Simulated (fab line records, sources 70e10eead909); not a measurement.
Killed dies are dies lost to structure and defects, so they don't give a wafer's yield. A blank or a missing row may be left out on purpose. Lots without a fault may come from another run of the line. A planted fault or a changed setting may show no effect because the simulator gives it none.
Tool commonality check | flow nand_harc | 1 lot, 3 wafers sampled

WHY IT WAS OPENED
At NHARC_END_SORT_01 the reading killed_at_periphery is flagged on 1 of 1 lot. Wafers without a fault read 3.0, standard deviation 2.1.
Rule: a lot is flagged when every wafer of it that has a number lies more than 4 standard deviations from that mean, or none has a number. The other lots count as sound.

lot  | measured     | on        | killed_at_periphery, wafer by wafer | flag
L822 | day 21 18:46 | prober-01 | 662 668 668                         | FLAGGED
The numbers of the flagged lots are 666.0 on average: +663.0 against the usual, or +99 or more standard deviations.

WHICH TOOL RAN EACH LOT
The record holds 3 process steps before the reading, out of a route of 1159 steps. In each cell: the tool, then ch and the chambers that the sampled wafers went through, then the start.
lot  | flag    | NHARC_P_ZERO_WELL_EXPOSE_21      | NHARC_P_GATE_DEP_103 | NHARC_P_GATE_ETCH_32
L822 | FLAGGED | krf_scanner-01 ch 0, day 4 02:18 | no row               | no row
What these steps do:
- NHARC_P_ZERO_WELL_EXPOSE_21: exposes mask P NWELL, target cd 720 nm.
- NHARC_P_GATE_DEP_103: deposits SiON, target thk 30 nm.
- NHARC_P_GATE_ETCH_32: etches the open film in HBr/Cl2, target depth 150 nm, time 100.1 s.
- NHARC_END_SORT_01

FLAGGED OVER TOTAL, TOOL BY TOOL (the gauges that took the reading come last)
step                        | tool           | lots run | flagged | share of the flagged lots | sound lots run after its first flagged lot
NHARC_P_ZERO_WELL_EXPOSE_21 | krf_scanner-01 | 1        | 1       | all                       | 0
NHARC_END_SORT_01           | prober-01      | 1        | 1       | all                       | 0

WHAT THE TABLE ALLOWS
2 rows of the table ran every flagged lot: krf_scanner-01 at NHARC_P_ZERO_WELL_EXPOSE_21, prober-01 at NHARC_END_SORT_01.
- krf_scanner-01 at NHARC_P_ZERO_WELL_EXPOSE_21: 1 of its 1 lot flagged. It ran no sound lot before its first flagged lot in this sample, so the start can't be narrowed down.
- prober-01 at NHARC_END_SORT_01: 1 of its 1 lot flagged. It ran no sound lot before its first flagged lot in this sample, so the start can't be narrowed down.
Counting lots can't tell these 2 tools apart, because each fits a fault that began at some hour. More lots, or a look at what each step does to the wafer, might.

WHAT THE SIMULATOR HAD PUT IN
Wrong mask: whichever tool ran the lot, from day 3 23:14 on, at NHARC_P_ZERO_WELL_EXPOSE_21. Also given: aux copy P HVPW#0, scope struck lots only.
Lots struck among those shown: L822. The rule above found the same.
